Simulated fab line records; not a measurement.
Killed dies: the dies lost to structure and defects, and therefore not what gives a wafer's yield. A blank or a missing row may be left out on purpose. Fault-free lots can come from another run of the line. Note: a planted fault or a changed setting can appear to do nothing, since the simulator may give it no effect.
A lot that was struck, set against a sound lot / flow n5Finfet / 18 out of 1938 route steps
Sound: the wafers L389.1, L389.3, L389.6. Struck: wafer L402.5; the same lot's L402.4 was not struck, so it is left out; see the end for the cause.
At each step with rows: each side's tool, then ch and its chambers, then its first start. Under that, the readings that differ: sound wafers / struck wafers / difference of the means / sigmas: that difference in standard deviations of wafers without a fault.
alike: words and numbers the same on both sides, and readings whose means are apart by under 2 such deviations; not compared: readings that were withheld, readings missing a value for some wafer, numbers with overlapping values and no deviation given by the record, and bounds like >300 which may hide the same value.
The two part at a step that has a row with sigmas, a row that says differs or no value, or rows on one side only. Non-overlapping numbers with no deviation appear without sigmas and do not part them. A reading missing from all wafers of one side parts the sides only when that side holds two or more wafers.

first, 1 step without rows for these wafers: N5_MIM_TOP_LITHO_HARDBAKE_09 (time 120 s).
N5_MIM_TOP_LITHO_CD_MEAS_08: the cd target is 2000 nm.
  sound on cdSem-01 ch 0, day 12 07:16; struck on cdSem-03 ch 0, day 15 22:55
  alike: cdNm
N5_MIM_TOP_LITHO_OVL_MEAS_11:
  sound on overlay-02 ch 0, day 12 07:17; struck on overlay-01 ch 0, day 15 22:56
  alike: MIM_TOP_OVL
N5_MIM_TOP_LITHO_INSPECT_12: inspects for defects (macro).
  sound on defectInspect-02, day 12 07:19; struck on defectInspect-01, day 15 22:58
  alike: rawDefectCount
N5_MIM_TOP_LITHO_DESCUM_10: chemistry O2, time 7.9 s.
  sound on rieDiel-02 ch 1,2, day 12 07:29; struck on rieDiel-03 ch 3, day 15 22:59
reading=oesProductAu (a.u.); sound=0.90 0.82 0.81; struck=0.69; difference=-0.15; sigmas=-2
reading=rfVppV (V); sound=241.9 241.4 241.8; struck=244.9; difference=+3.2; sigmas=+2
  alike: drypumpMotorCurrentA, showerheadPlenumPTorr, throttleValvePct
  not compared: rfHoursCounterH
N5_MIM_TOP_ETCH_ETCH_00: etches TiN in Cl2/BCl3, target depth 38.5 nm.
  sound on rieMetal-01 ch 0, day 12 07:34; struck on rieMetal-02 ch 0, day 15 23:07
reading=throttleValvePct (%); sound=22.88 22.90 22.89; struck=22.36; difference=-0.53; sigmas=-2
  alike: drypumpMotorCurrentA, mfcArSccm, oesProductAu
  not compared: rfHoursCounterH
N5_MIM_TOP_ETCH_STRIP_01: strips in O2.
  sound on rieDiel-01 ch 0,3, day 12 07:43; struck on rieDiel-06 ch 2, day 15 23:13
  alike: drypumpMotorCurrentA, oesProductAu, rfVppV, showerheadPlenumPTorr, throttleValvePct
  not compared: rfHoursCounterH
N5_MIM_TOP_ETCH_PECVD_03: deposits SiNx from SiH4/NH3/N2, target thk 20 nm, time 17.6 s.
  sound on pecvd-01 ch 0,2, day 12 07:47; struck on pecvd-01 ch 1, day 15 23:18
  alike: heaterPowerW, showerheadPlenumPTorr, throttleValvePct
then, 4 steps without rows for these wafers: N5_MIM_BOT_LITHO_HMDS_01 (time 60 s); N5_MIM_BOT_LITHO_COAT_02; N5_MIM_BOT_LITHO_EBR_04; N5_MIM_BOT_LITHO_SOFTBAKE_03 (time 90 s).
N5_MIM_BOT_LITHO_EXPOSE_05: exposes mask MIM BOT.
  sound on krfScanner-01 ch 0, day 12 08:05; struck on krfScanner-02 ch 0, day 15 23:29
  alike: mask
then, 3 steps without rows for these wafers: N5_MIM_BOT_LITHO_PEB_06; N5_MIM_BOT_LITHO_DEVELOP_07 (develop time 60 s); N5_MIM_BOT_LITHO_HARDBAKE_09 (time 120 s).
N5_MIM_BOT_LITHO_CD_MEAS_08: the cd target is 3000 nm.
  sound on cdSem-03 ch 0, day 12 08:16; struck on cdSem-02 ch 0, day 15 23:38
reading=cdNm (nm); sound=3000.9 3002.8 2999.8; struck=3024.7; difference=+23.5; sigmas=+12
N5_MIM_BOT_LITHO_OVL_MEAS_11:
  sound on overlay-02 ch 0, day 12 08:17; struck on overlay-02 ch 0, day 15 23:40
  alike: MIM_BOT_OVL

WHERE THEY PART
First at N5_MIM_TOP_LITHO_DESCUM_10; last, within this record, at N5_MIM_BOT_LITHO_CD_MEAS_08. Later steps at which nothing parts them and some readings are alike: N5_MIM_BOT_LITHO_OVL_MEAS_11.

WHY: the cause the simulator had injected
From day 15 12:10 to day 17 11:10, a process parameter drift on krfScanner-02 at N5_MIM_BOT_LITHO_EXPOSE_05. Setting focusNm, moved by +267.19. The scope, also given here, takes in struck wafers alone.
